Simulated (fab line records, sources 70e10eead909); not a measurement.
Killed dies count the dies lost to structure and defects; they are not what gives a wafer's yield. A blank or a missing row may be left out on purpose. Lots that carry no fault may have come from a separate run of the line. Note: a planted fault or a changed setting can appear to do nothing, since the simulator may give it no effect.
Which of the tools did it? || flow nand_harc || route of 1302 steps, sampled at 1 step: 7 lots, 20 wafers

## WHAT EACH GAUGE READ, for each wafer
NHARC_A_BONDPAD_OVL_MEAS_35.
{"lot": "L999", "measured": "day 24 17:50", "on": "overlay-02", "overlay_y_nm (nm)": "-4 -4 -4"}
{"lot": "L102", "measured": "day 25 14:43", "on": "overlay-01", "overlay_y_nm (nm)": "0 -1 -1"}
{"lot": "L103", "measured": "day 26 03:16", "on": "overlay-01", "overlay_y_nm (nm)": "-1 -1 -1"}
{"lot": "L108", "measured": "day 27 11:11", "on": "overlay-02", "overlay_y_nm (nm)": "-7 -7 -7"}
{"lot": "L107", "measured": "day 28 07:24", "on": "overlay-01", "overlay_y_nm (nm)": "5 5 4"}
{"lot": "L111", "measured": "day 29 01:29", "on": "overlay-02", "overlay_y_nm (nm)": "4 4"}
{"lot": "L118", "measured": "day 32 01:30", "on": "overlay-01", "overlay_y_nm (nm)": "1 1 0"}

## WHICH TOOL RAN EACH LOT (tool, then ch and the chambers of the sampled wafers, then the start)
Before these readings, the record contains no process step.

## THE ANSWER, worked out from the rows above alone
Rule: the usual values come from the lots themselves. The widest of any qualifying gaps counts: lots, ordered by their means at a reading, are off when they make up no more than a third of the lots, leave a main group of 4 or more, and stand apart from it by 3 or more times the standard deviation of that group's means. If all means in a main group match to the digits the tables above print for the reading, that group is not used. A lot without any number at a reading at which 4 lots or more have one is off too. The other lots that the step has rows for count as sound.
No lot is off on any of the readings shown, so nothing can be concluded from this.

## WHAT THE SIMULATOR HAD PUT IN
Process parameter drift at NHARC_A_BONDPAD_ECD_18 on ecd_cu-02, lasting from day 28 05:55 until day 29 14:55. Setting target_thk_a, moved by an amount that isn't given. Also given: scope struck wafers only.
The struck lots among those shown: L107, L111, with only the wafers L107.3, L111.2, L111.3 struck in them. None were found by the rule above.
